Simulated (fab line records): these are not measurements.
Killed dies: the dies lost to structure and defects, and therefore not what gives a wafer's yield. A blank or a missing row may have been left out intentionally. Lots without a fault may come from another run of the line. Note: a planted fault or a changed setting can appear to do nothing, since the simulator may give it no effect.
Matching of chambers || flow nand harc || NHARC_A_CONTACT_ETCH_110 on rie diel-03 has 4 sister chambers
The step etches the open film in CF4/O2, target depth 60 nm, overetch 6 nm, time 33 s. 4 wafers are shown with their chamber, then 12 later ones without.

WAFERS, EACH WITH ITS CHAMBER
{"wafer": "L092.1", "chamber": 1, "drypump motor current A (A)": 5.0}
{"wafer": "L091.1", "chamber": 0, "drypump motor current A (A)": 5.7}
{"wafer": "L091.3", "chamber": 2, "drypump motor current A (A)": 5.4}
{"wafer": "L091.5", "chamber": 3, "drypump motor current A (A)": 5.4}

WAFERS MISSING THEIR CHAMBER
{"wafer": "L093.1", "drypump motor current A (A)": 5.0}
{"wafer": "L093.3", "drypump motor current A (A)": 5.4}
{"wafer": "L093.5", "drypump motor current A (A)": 5.7}
{"wafer": "L094.1", "drypump motor current A (A)": 5.4}
{"wafer": "L094.4", "drypump motor current A (A)": 5.4}
{"wafer": "L094.5", "drypump motor current A (A)": 5.4}
{"wafer": "L095.1", "drypump motor current A (A)": 5.4}
{"wafer": "L095.3", "drypump motor current A (A)": 5.5}
{"wafer": "L095.4", "drypump motor current A (A)": 5.7}
{"wafer": "L097.1", "drypump motor current A (A)": 5.4}
{"wafer": "L097.5", "drypump motor current A (A)": 5.0}
{"wafer": "L097.6", "drypump motor current A (A)": 5.4}

CHAMBER TAKEN BY EACH
{"wafer": "L093.1", "from the rows above": 1, "in truth": 1}
{"wafer": "L093.3", "from the rows above": "can't be placed: 2 or 3", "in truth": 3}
{"wafer": "L093.5", "from the rows above": 0, "in truth": 0}
{"wafer": "L094.1", "from the rows above": "can't be placed: 2 or 3", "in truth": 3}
{"wafer": "L094.4", "from the rows above": "can't be placed: 2 or 3", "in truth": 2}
{"wafer": "L094.5", "from the rows above": "can't be placed: 2 or 3", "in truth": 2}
{"wafer": "L095.1", "from the rows above": "can't be placed: 2 or 3", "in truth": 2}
{"wafer": "L095.3", "from the rows above": "can't be placed: 2 or 3", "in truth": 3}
{"wafer": "L095.4", "from the rows above": 0, "in truth": 0}
{"wafer": "L097.1", "from the rows above": "can't be placed: 2 or 3", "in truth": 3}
{"wafer": "L097.5", "from the rows above": 1, "in truth": 1}
{"wafer": "L097.6", "from the rows above": "can't be placed: 2 or 3", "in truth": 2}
Placed correctly: 4 of 12. Not placeable from these rows: 8 (in 8, the candidates include the true chamber). Wrongly placed: 0.
How it was worked out, from the rows above alone: a wafer's distance from a chamber is the root of the sum, over the readings, of the square of ((its reading less the chamber's mean) divided by the reading's scatter). If the next closest chamber is less than 2 further off than the closest, the wafer can't be placed; otherwise it belongs to the closest. The mean given for a chamber averages the wafers shown for that chamber. The scatter: root of mean squared gap, hidden wafer to nearest shown wafer, with one shown wafer a chamber.
